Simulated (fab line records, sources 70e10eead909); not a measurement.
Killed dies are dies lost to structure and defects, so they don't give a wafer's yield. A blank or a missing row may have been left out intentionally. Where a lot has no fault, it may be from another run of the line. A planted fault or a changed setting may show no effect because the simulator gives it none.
Problem report in the 8D (eight disciplines) form, filled by code    flow nandHarc    the parts of the form that need people (team, actions taken, sign-off) are left out

1. THE PROBLEM
Wafers without a fault read 379, standard deviation 120; rawDefectCount at NHARC_A_STAIRCASE_INSPECT_155 reads a mean of 1627 on 6 wafers belonging to 2 lots. That is +10 standard deviations from the usual mean.
Earliest sighting: wafer L254.1 on defectInspect-01 at day 16 02:18. At this step, 39 wafers from 13 lots have a number in the record. The rule behind "out" and "out of limits": a value lying over 4 standard deviations away from the usual mean. The other wafers with a number count as sound.

2. WHAT IT IS AND WHAT IT IS NOT
question                     is                      is not
which readings at this step  rawDefectCount          -
which lots                   L254, L257              L245, L246, L247, L249, L258, L260, L261, L263, L266, L267, L268
which wafers of those lots   all that have a number  -
read on which gauges         defectInspect-01        defectInspect-02
when                         from day 16 02:18       up to then (12 sound wafers); but 21 sound wafers of L258, L260, L261, L263, L266, L267, L268 came after

3. THE SUSPECTS, EACH WITH WHAT RULES IT OUT
Counting: a tool at a process step up to the reading stays a suspect if it ran every lot that is out and no sound lot after the first of them.
- the gauge at NHARC_A_STAIRCASE_INSPECT_155: ruled out. All the wafers that are out were read on defectInspect-01, but those of them that NHARC_END_SORT_01 has rows for are out there too, on other tools.
- cmp-04 at NHARC_A_STAIRCASE_CMP_472 (polishes SiO2): ruled out as a lasting fault. After its first lot that is out, L254 (day 16 01:59), sound lots L267, L268 ran on it.
Left after counting: nothing in the record.

4. THE CAUSE (what the simulator had put in)
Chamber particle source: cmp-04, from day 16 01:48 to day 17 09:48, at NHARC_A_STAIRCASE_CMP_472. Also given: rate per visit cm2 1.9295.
Counting ruled it out, wrongly: the rule takes a fault to strike every lot that its tool runs from its start on, and this one did not.

5. THE EFFECT CHAIN, in route order
One row per reading whose mean, taken over the struck wafers that have a number, lies over 3 standard deviations from the usual. Readings are gone through only where the record gives a usual standard deviation; hours: the median, over the lots, of the time from a lot's start at the first step in this table giving one to that lot's start at this step; sigmas: the change measured in usual standard deviations.
hours  step                           reading         usual  on struck wafers  change  sigmas
0      NHARC_A_STAIRCASE_INSPECT_155  rawDefectCount  379    1627              +1248   +10
1      NHARC_A_SGD_CUT_INSPECT_11     rawDefectCount  18     1263              +1245   +99 or more
132    NHARC_END_SORT_01              killedAtArray   28     567               +539    +54
132    NHARC_END_SORT_01              killedDies      32     568               +536    +54
Later measuring or inspecting steps at which every struck wafer that the step has a row for has a number for every such reading, and none has moved that far: NHARC_A_SGD_CUT_CD_MEAS_09, NHARC_A_SGD_CUT_OVL_MEAS_10.

6. WHAT WOULD HAVE CAUGHT IT SOONER
0 hours passed between the start of the fault at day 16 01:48 and the first reading out of limits at a measuring or inspecting step in this record, taken at day 16 02:18.
Of the tool readings at NHARC_A_STAIRCASE_CMP_472 for which the record gives a usual standard deviation, none was out on any struck wafer, so an alarm limit of 4 standard deviations on them would not have fired.
